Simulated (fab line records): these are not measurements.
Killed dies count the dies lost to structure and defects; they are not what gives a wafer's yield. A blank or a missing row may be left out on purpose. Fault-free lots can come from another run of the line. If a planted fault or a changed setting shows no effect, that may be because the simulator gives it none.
The tool behind it: which one? ; flow nandHarc ; Sampling: 11 lots, 33 wafers, 3 of 1302 route steps

## WHAT THE GAUGES SHOWED, per wafer
NHARC_P_M1_CD_MEAS_09: the cd target is 130 nm.
lot;measured;on;cdNm (nm)
L616;day 6 06:54;cdSem-03;129.9 130.0 130.1
L619;day 7 14:29;cdSem-03;129.9 130.2 129.6
L626;day 10 17:57;cdSem-03;145.6 146.1 145.7
L627;day 10 18:56;cdSem-02;129.9 130.0 129.2
L628;day 11 09:52;cdSem-01;143.2 143.9 143.3
L631;day 12 10:49;cdSem-02;130.1 130.1 130.3
L634;day 13 17:25;cdSem-02;129.7 129.7 130.4
L635;day 14 00:42;cdSem-01;129.1 129.2 128.9
L637;day 15 09:08;cdSem-03;130.1 129.5 129.6
L638;day 15 13:43;cdSem-01;130.8 130.3 131.0
L639;day 15 20:07;cdSem-01;130.8 129.9 130.8

## WHAT TOOL EACH LOT RAN ON (gives the tool, then ch and the chambers of the sampled wafers, and finally the start)
lot;NHARC_P_M0_PVD_20;NHARC_P_M1_EXPOSE_06
L616;pvdSputter-02, day 6 06:46 or earlier;arfiScanner-02 ch 0, day 6 06:46
L619;pvdSputter-03, day 7 14:22 or earlier;arfiScanner-03 ch 0, day 7 14:22
L626;pvdSputter-03, day 10 17:49 or earlier;arfiScanner-03 ch 0, day 10 17:49
L627;pvdSputter-02, day 10 18:48 or earlier;arfiScanner-01 ch 0, day 10 18:48
L628;pvdSputter-02, day 11 09:43 or earlier;arfiScanner-03 ch 0, day 11 09:43
L631;pvdSputter-03, day 12 10:41 or earlier;arfiScanner-01 ch 0, day 12 10:41
L634;pvdSputter-02, day 13 17:17 or earlier;arfiScanner-01 ch 0, day 13 17:17
L635;pvdSputter-03, day 14 00:34 or earlier;arfiScanner-01 ch 0, day 14 00:34
L637;pvdSputter-01, day 15 09:00 or earlier;arfiScanner-02 ch 0, day 15 09:00
L638;pvdSputter-01, day 15 13:35 or earlier;arfiScanner-02 ch 0, day 15 13:35
L639;pvdSputter-02, day 15 19:59 or earlier;arfiScanner-02 ch 0, day 15 19:59
- NHARC_P_M0_PVD_20: deposits TaN, target thk 5 nm, time 8.06 s.
- NHARC_P_M1_EXPOSE_06: exposes mask P M1, target cd 130 nm.

## THE ANSWER, worked out from the rows above alone
Rule: what is usual is taken from the lots themselves. Put in order of their means at a reading, lots are off if they are a third of the lots or fewer, leave a main group of 4 or more, and stand apart from it by a gap of 3 or more times the standard deviation of the main group's means; of several such gaps the widest counts. Not used: any main group whose means are identical at the precision the tables above print for the reading. A lot without any number at a reading at which 4 lots or more have one is off too. Any other lot the step has rows for is counted as sound.
Off at NHARC_P_M1_CD_MEAS_09 (cdNm): L626, L628. The main group: mean 130.0 nm, standard deviation 0.45.
If a tool, at a process step before that reading, ran all the lots that are off and no sound lot after the first of them, it fits. Those tools and the gauges at NHARC_P_M1_CD_MEAS_09 are tried in the same way. NHARC_P_M0_PVD_20 gives no start for some lots, so the hours and the order of its lots are those of NHARC_P_M1_EXPOSE_06. One fits: arfiScanner-03 at NHARC_P_M1_EXPOSE_06. A fault onset in the window from L619 (day 7 14:22, its last sound lot) to L626 (day 10 17:49, its first lot off) fits.

## WHAT THE SIMULATOR HAD PUT IN
Process parameter drift: arfiScanner-03, from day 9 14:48 on, at NHARC_P_M1_EXPOSE_06. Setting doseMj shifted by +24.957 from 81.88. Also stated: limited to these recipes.
Struck lots among those shown: L626, L628. This agrees with what the rule above found.
